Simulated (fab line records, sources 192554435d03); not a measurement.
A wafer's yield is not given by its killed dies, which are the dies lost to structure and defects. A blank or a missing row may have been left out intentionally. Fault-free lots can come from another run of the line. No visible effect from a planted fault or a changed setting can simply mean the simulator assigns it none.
Split-lot experiment	flow n5Finfet	on a route of 1938 steps: 7 lots, 21 wafers read

ON THE SPLIT
At N5_BEOL_M11_ETCH_62 (etches SOC in N2/H2, target depth 110 nm, overetch 22 nm, time 165 s), the setting timeS was moved away from the recipe's 165 s on 10 of the 21 wafers read, by -21.7% to +17.9%. All remaining wafers had this setting at the recipe value.

The split's own step is where the reading is taken.

THE READING
SiARC_of_BEOL_M11_COAT_60.thkNm (the simulator's own value, which no gauge read), in nm, at N5_BEOL_M11_ETCH_62 (etches SOC in N2/H2, target depth 110 nm, overetch 22 nm, time 165 s). The file does not state a usual value for it. Average 23.7 nm, standard deviation 0.23 nm, over the 11 wafers here run with the recipe.

wafer	tool, chamber at the split	timeS as run, s	against the recipe	SiARC_of_BEOL_M11_COAT_60.thkNm, nm	against lot-mates on the recipe
L076.3	rieDiel-04, 1	179	+8.5%	23.2	-0.6
L076.4	rieDiel-04, 0	165	recipe	23.8	-
L076.5	rieDiel-04, 0	165	recipe	23.8	-
L079.1	rieDiel-05, 3	165	recipe	23.6	-
L079.5	rieDiel-05, 1	155.7	-5.6%	23.8	+0.2
L079.6	rieDiel-05, 0	155.7	-5.6%	24.2	+0.6
L086.1	rieDiel-05, 2	175.8	+6.5%	23.2	no lot-mate on the recipe
L086.4	rieDiel-05, 0	175.8	+6.5%	23.4	no lot-mate on the recipe
L086.6	rieDiel-05, 3	175.8	+6.5%	23	no lot-mate on the recipe
L087.4	rieDiel-04, 0	129.2	-21.7%	25.2	+1.3
L087.5	rieDiel-04, 3	165	recipe	24	-
L087.6	rieDiel-04, 0	165	recipe	23.8	-
L088.1	rieDiel-05, 3	179.7	+8.9%	23.2	-0.3
L088.5	rieDiel-05, 1	165	recipe	23.2	-
L088.6	rieDiel-05, 0	165	recipe	23.8	-
L096.1	rieDiel-05, 0	165	recipe	24	-
L096.2	rieDiel-05, 2	194.6	+17.9%	22.2	-1.8
L096.6	rieDiel-05, 3	194.6	+17.9%	22.6	-1.4
L097.1	rieDiel-03, 2	165	recipe	23.6	-
L097.6	rieDiel-03, 2	165	recipe	23.6	-
L097.3	rieDiel-03, 1	165	recipe	23.4	-

THE FIT
A straight line over all 21 wafers: SiARC_of_BEOL_M11_COAT_60.thkNm changes by -0.0689 nm for each +1% of timeS; r = -0.94; the points scatter about the line by 0.21 nm.
The same after taking each lot's own level away (the mean of its wafers on the recipe; 18 wafers): -0.0732 nm for each +1%; r = -0.95; scatter 0.22 nm.
The reading moves by 1.6 nm for the largest change in timeS, on that fit.
The lots' own levels span 23.50 to 24.00 nm, that is 2.2 times the standard deviation above.
The two slopes are in agreement: the lot-to-lot level therefore moves the slope only a little.
Check: +1.78 nm against its lot-mates is what the line predicts for one of the wafers moved furthest among these (-21.7%) when that wafer is left out of the fit. Against them it came out at +1.3 nm.

OTHER SPLITS APPLIED TO THESE WAFERS
These wafers also went through other splits before the reading. Each is held against what the fit with the lots' levels taken away leaves over:
other split on the same wafers	wafers away from the commonest value	r with SiARC_of_BEOL_M11_COAT_60.thkNm (lot level and that fit taken away)
N5_BEOL_M8_PEB_09 pebTimeS	6	+0.03
N5_BEOL_M8_DEP_56 timeS	10	+0.26
N5_BEOL_M9_SPUTTER_48 powerW	3	-0.55
N5_BEOL_M10_VIA_ETCH_34 timeS	11	-0.48

THE FILE'S OWN FIT
SiARC_of_BEOL_M11_COAT_60.thkNm changes by -0.0686 nm for each +1% of timeS, r = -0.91.
